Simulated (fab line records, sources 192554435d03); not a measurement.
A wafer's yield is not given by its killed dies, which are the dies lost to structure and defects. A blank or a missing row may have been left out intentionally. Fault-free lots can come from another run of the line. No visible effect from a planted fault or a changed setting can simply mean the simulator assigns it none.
A struck lot beside a sound one    flow n5 finfet    36 out of 1938 route steps
Sound: the wafers L231.2, L231.3, L231.6. Wafers struck: L242.1, L242.5, L242.6. At the end, the cause is stated.
For every step that has rows: the tool of each side, followed by ch and its chambers, followed by its first start. Under that, the readings that differ: sound wafers    struck wafers    difference of the means    sigmas: that difference in standard deviations of wafers without a fault.
alike: a reading whose means differ by less than 2 such deviations, as well as words and numbers matching on both sides. not compared: withheld readings; readings where some wafer has no value; bounds like >300 that might hide an equal value; numbers whose values overlap and for which the record gives no deviation.
A row with sigmas, a row that says differs or no value, or rows on one side alone: a step with any of these is where the two part. When numbers do not overlap yet have no deviation, they are printed without sigmas and do not part them. Lack of a reading on every wafer of one side parts them only where that side has two or more wafers.

first, 9 steps without rows for these wafers: N5_PMOS_HMC_CHANNEL_EPI_EXPOSE_06 (exposes mask PMOS HMC BLK, target cd 240 nm); N5_PMOS_HMC_CHANNEL_EPI_PEB_07 (peb time 60 s); N5_PMOS_HMC_CHANNEL_EPI_DEVELOP_08 (develop time 30 s); N5_PMOS_HMC_CHANNEL_EPI_DESCUM_14 (chemistry O2, time 7.9 s); N5_PMOS_HMC_CHANNEL_EPI_ETCH_32 (etches BARC in N2/H2, stops on SiO2, target depth 85.8 nm, time 50.3 s); N5_PMOS_HMC_CHANNEL_EPI_HM_OPEN_15 (chemistry CHF3/O2, target SiO2, target depth 40.6 nm, time 20.3 s); N5_PMOS_HMC_CHANNEL_EPI_STRIP_33 (strips in N2/H2); N5_PMOS_HMC_CHANNEL_EPI_STRIP_17 (strips in SPM, time 750 s); N5_PMOS_HMC_CHANNEL_EPI_ETCH_38 (etches SiO2 in CF4, target depth 1.5 nm).
N5_PMOS_HMC_CHANNEL_EPI_FIN_RECESS_16: chemistry HBr/Cl2, target Si, target depth 54 nm, time 18 s.
  sound on rie si-05 ch 1,2, day 1 23:52; struck on rie si-05 ch 0,2,3, day 4 18:01
reading                                           sound              struck             difference  sigmas
model.PMOS_HMC_CHANNEL_EPI.feature depth nm (nm)  52.91 52.75 52.47  61.68 61.32 61.85  +8.91       
model.etch.depth nm (nm)                          52.91 52.75 52.47  61.68 61.32 61.85  +8.91       
  alike: drypump motor current A, oes product au, throttle valve pct
  not compared: rf hours counter h
then, 7 steps without rows for these wafers: N5_PMOS_HMC_CHANNEL_EPI_PRECLEAN_36 (cleans in O3/DIW, time 45 s); N5_PMOS_HMC_CHANNEL_EPI_PRECLEAN_18 (cleans in DHF, time 30 s); N5_PMOS_HMC_CHANNEL_EPI_SRD_19 (time 30 s); N5_PMOS_HMC_CHANNEL_EPI_EPI_20 (deposits SiGe30, target thk 59 nm); N5_PMOS_HMC_CHANNEL_EPI_HM_STRIP_35 (strips SiO2 in dHF, material SiO2, target depth 39.6 nm, time 216 s); N5_PMOS_HMC_CHANNEL_EPI_SRD_39 (time 30 s); N5_PMOS_HMC_CHANNEL_EPI_CMP_21 (polishes SiGe30, target thk 54 nm).
N5_PMOS_HMC_CHANNEL_EPI_THK_MEAS_22:
  sound on film metro-01, day 2 02:04; struck on film metro-02, day 4 20:13
reading           sound           struck          difference  sigmas
HMC_CMP_THK (nm)  52.9 52.8 52.5  59.9 59.9 59.7  +7.1        +9
then, 17 steps without rows for these wafers: N5_PMOS_HMC_CHANNEL_EPI_PRECLEAN_40 (cleans in DHF, time 30 s); N5_PMOS_HMC_CHANNEL_EPI_PRECLEAN_37 (cleans in O3/DIW, time 45 s); N5_PMOS_HMC_CHANNEL_EPI_PRECLEAN_24 (cleans in DHF, time 30 s); N5_PMOS_HMC_CHANNEL_EPI_SRD_25 (time 30 s); N5_PMOS_HMC_CHANNEL_EPI_EPI_26 (deposits Si from SiH4/H2, target thk 3.8 nm, time 22.7 s); N5_FIN_SAQP_PRECLEAN_42 (cleans in O3/DIW, time 60 s); N5_FIN_SAQP_PRECLEAN_00 (cleans in SC1, time 60 s); N5_FIN_SAQP_PRECLEAN_44 (cleans in SC2, time 45 s); N5_FIN_SAQP_SRD_01 (time 30 s); N5_FIN_SAQP_ALD_61 (deposits SiO2, target thk 4 nm, pulse time 1 s, purge time 2 s); N5_FIN_SAQP_DENSIFY_62 (time 60 s); N5_FIN_SAQP_HM_DEP_03 (deposits SiNx from SiH4/NH3/N2, target thk 38 nm, time 33.6 s); N5_FIN_SAQP_PECVD_47 (deposits a-Si from SiH4/He, target thk 45 nm, time 36.3 s); N5_FIN_SAQP_PECVD_48 (deposits SiNx from SiH4/NH3/N2, target thk 25 nm, time 22.1 s); N5_FIN_SAQP_PECVD_06 (deposits a-Si from SiH4/He, target thk 60 nm, time 48.1 s); N5_FIN_SAQP_HM_DEP_72 (deposits SiO2 from SiH4/N2O, target thk 12 nm, time 7.2 s); N5_FIN_SAQP_COAT_49 (time 60 s, resist thk 100 nm).
-- record jumps: 8 days separate the struck wafers' starts on either side; left off in module FIN_SAQP, taken up again in module BEOL_M4, whose first shown step is the route's number 1111 --
N5_BEOL_M4_RC_MEAS_101:
  sound on prober-01 ch 0, day 10 11:33; struck on prober-01 ch 0, day 12 15:23
reading        sound           struck          difference  sigmas
CJ_P           6.08 6.21 6.19  3.99 3.98 3.86  -2.22       -12
ION_P (uA/um)  463 457 473     445 452 444     -17         -2
SS_P (mV/dec)  73.3 73.0 73.5  75.8 74.0 74.1  +1.4        +2
  alike: DIBL_N, DIBL_P, IOFF_N, IOFF_P, IOFF_P_85C, ION_N, SS_N, VT_N, VT_P

WHERE THEY PART
First at N5_PMOS_HMC_CHANNEL_EPI_THK_MEAS_22; last, within this record, at N5_BEOL_M4_RC_MEAS_101.

WHY: whatever the simulator had introduced
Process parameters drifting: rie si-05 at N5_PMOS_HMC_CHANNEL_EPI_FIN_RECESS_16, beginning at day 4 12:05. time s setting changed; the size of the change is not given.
